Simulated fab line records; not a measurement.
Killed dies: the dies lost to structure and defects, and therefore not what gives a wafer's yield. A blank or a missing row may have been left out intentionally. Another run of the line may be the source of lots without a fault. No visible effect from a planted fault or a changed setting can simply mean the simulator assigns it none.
Comparing a struck lot with a sound one | flow n5-finfet | 40 out of 1938 route steps
Sound: wafers L998.1, L998.2, L998.5. The struck wafers were L997.2, L997.3, L997.4. The cause is named last.
Per side, at each step with rows, come the tool, then ch with its chambers, and then its first start. Under that, the readings that differ: sound wafers | struck wafers | difference of the means | sigmas: that difference in standard deviations of wafers without a fault.
alike: same words and numbers on both sides, and readings whose means sit less than 2 such deviations apart. not compared: any withheld reading, any reading some wafer has no value for, any bound like >300 that may hide the same value, and any number with overlapping values for which the record gives no deviation.
A row with sigmas, a row that says differs or no value, or rows on one side alone: a step with any of these is where the two part. When numbers do not overlap yet have no deviation, they are printed without sigmas and do not part them. Lack of a reading on every wafer of one side parts them only where that side has two or more wafers.

first, 11 steps without rows for these wafers: N5_MOL_CONTACT_COAG_WET_ETCH_116 (etches the open film in SC1-inhibited, target depth 4.6 nm, rinse time 30 s); N5_MOL_CONTACT_COAG_ALD_27 (deposits SiOC, target thk 17 nm, pulse time 1.5 s, time 2720 s); N5_MOL_CONTACT_COAG_CMP_28 (polishes, stops on SiNx, t overpolish 0.85 s, target thk 14.522 nm); N5_MOL_CONTACT_COAG_ALD_123 (deposits SiNx, target thk 5 nm, pulse time 1 s, purge time 2 s); N5_MOL_CONTACT_COAG_PECVD_31 (deposits SiO2 from TEOS/O2, target thk 46 nm, time 8.9 s); N5_MOL_CONTACT_COAG_COAT_75 (time 60 s, resist thk 60 nm); N5_MOL_CONTACT_COAG_COAT_76 (time 60 s, resist thk 10 nm); N5_MOL_CONTACT_COAG_COAT_77 (time 60 s, resist thk 10 nm); N5_MOL_CONTACT_COAG_COAT_78 (resist thk 40 nm); N5_MOL_CONTACT_COAG_EBR_80; N5_MOL_CONTACT_COAG_SOFTBAKE_79 (time 60 s).
N5_MOL_CONTACT_COAG_EXPOSE_81: exposes mask VG, defocus 0 nm.
  sound on euv-scanner-02 ch 0, day 9 03:44; struck on euv-scanner-01 ch 0, day 8 22:34
  reading                                  | sound       | struck         | difference | sigmas
  model.MOL_CONTACT_COAG.overlay-x-nm (nm) | 0.2 0.2 0.2 | 12.4 12.4 12.4 | +12.2      |
  alike: mask
then, 2 steps without rows for these wafers: N5_MOL_CONTACT_COAG_PEB_82 (peb time 60 s); N5_MOL_CONTACT_COAG_DEVELOP_83 (develop time 30 s).
N5_MOL_CONTACT_COAG_OVL_MEAS_85:
  sound on overlay-01 ch 0, day 9 03:55; struck on overlay-02 ch 0, day 8 22:44
  reading     | sound        | struck         | difference | sigmas
  VG_OVL (nm) | -0.3 0.5 0.3 | 11.4 12.0 11.2 | +11.4      | +19
then, 23 steps without rows for these wafers: N5_MOL_CONTACT_COAG_DESCUM_88 (chemistry O2, time 7 s); N5_MOL_CONTACT_COAG_ETCH_89 (etches underlayer in N2/H2, target depth 13 nm, time 10.4 s); N5_MOL_CONTACT_COAG_ETCH_90 (etches SiARC in CF4, target depth 13 nm, time 21.7 s); N5_MOL_CONTACT_COAG_ALD_131 (deposits SiO2, target thk 5 nm, pulse time 1 s, co reactant pulse time 1 s); N5_MOL_CONTACT_COAG_ETCHBACK_132 (etches SiO2 in CHF3, target depth 10 nm, time 6.7 s); N5_MOL_CONTACT_COAG_ETCH_91 (etches SOC in N2/H2, target depth 60 nm, overetch 21 nm, time 101.2 s); N5_MOL_CONTACT_COAG_STRIP_92 (strips in N2/H2); N5_MOL_CONTACT_COAG_STRIP_93 (strips in N2/H2); N5_MOL_CONTACT_COAG_ETCHBACK_135 (etches SiO2 in CHF3, target depth 25 nm, time 16.7 s); N5_MOL_CONTACT_COAG_STRIP_118 (strips in CHF3); N5_MOL_CONTACT_COAG_VIA_ETCH_46 (etches SiO2 in C4F6/O2, target depth 46 nm, overetch 9.2 nm, time 40 s); N5_MOL_CONTACT_COAG_STRIP_96 (strips in N2/H2); N5_MOL_CONTACT_COAG_ETCH_47 (etches SiNx in CH3F/O2, stops on W, target depth 27 nm); N5_MOL_CONTACT_COAG_STRIP_119 (strips in N2/H2, time 30 s); N5_MOL_CONTACT_COAG_PRECLEAN_144 (cleans in alkaline clean, time 60 s); N5_MOL_CONTACT_COAG_SRD_145 (time 30 s); N5_MOL_CONTACT_COAG_COAT_62 (time 60 s, resist thk 60 nm); N5_MOL_CONTACT_COAG_COAT_63 (time 60 s, resist thk 10 nm); N5_MOL_CONTACT_COAG_COAT_64 (time 60 s, resist thk 10 nm); N5_MOL_CONTACT_COAG_COAT_34 (resist thk 40 nm); N5_MOL_CONTACT_COAG_EBR_36; N5_MOL_CONTACT_COAG_SOFTBAKE_35 (time 60 s); N5_MOL_CONTACT_COAG_EXPOSE_37 (exposes mask VD, defocus 0 nm).
-- the record jumps here: 3 days lie between the struck wafers' starts before and after (it left off in module MOL_CONTACT_COAG and takes up again in module BEOL_M4, whose first step shown is number 1111 of the route) --
N5_BEOL_M4_RC_MEAS_101:
  sound on prober-01 ch 0, day 12 05:53; struck on prober-01 ch 0, day 12 02:46
  alike: DIBL_N, DIBL_P, IOFF_N, IOFF_P, ION_N, ION_P, SS_N, SS_P, VT_N, VT_P
-- here the record skips 5 days between the struck wafers' starts before and after, leaving off in module BEOL_M4 and picking up in module PASSIVATION (first step shown: number 1936 of the route) --
N5_PASSIVATION_PROBE_49:
  struck on prober-01, day 16 17:58; sound on prober-02, day 17 06:11
  reading                  | sound          | struck         | difference | sigmas
  defect-limited-yield (%) | 92.2 92.3 90.8 | 0 0 0          | -92        | -61
  killed-at-contacts       | 14 6 15        | 1081 1073 1095 | +1071      | +99 or more
  killed-dies              | 92 91 108      | 1180 1180 1180 | +1083      | +60
  killed-on-rim            | 10 12 10       | 152 152 152    | +141       | +37
  sort_bin_5_function (%)  | 4.3 4.7 5.5    | 52.5 51.4 49.2 | +46.2      | +50
  sort-n-pass              | 1088 1089 1072 | 0 0 0          | -1083      | -60
  sort-yield-pct (%)       | 92.2 92.3 90.8 | 0 0 0          | -92        | -61
  alike: killed_at_M0_to_M3, killed_at_M4_up, killed-at-front-end, killed-at-other, killed-open, killed-short, sort_bin_6_memory

WHERE THEY PART
First at N5_MOL_CONTACT_COAG_OVL_MEAS_85; last, within this record, at N5_PASSIVATION_PROBE_49.

WHY: the cause the simulator had injected
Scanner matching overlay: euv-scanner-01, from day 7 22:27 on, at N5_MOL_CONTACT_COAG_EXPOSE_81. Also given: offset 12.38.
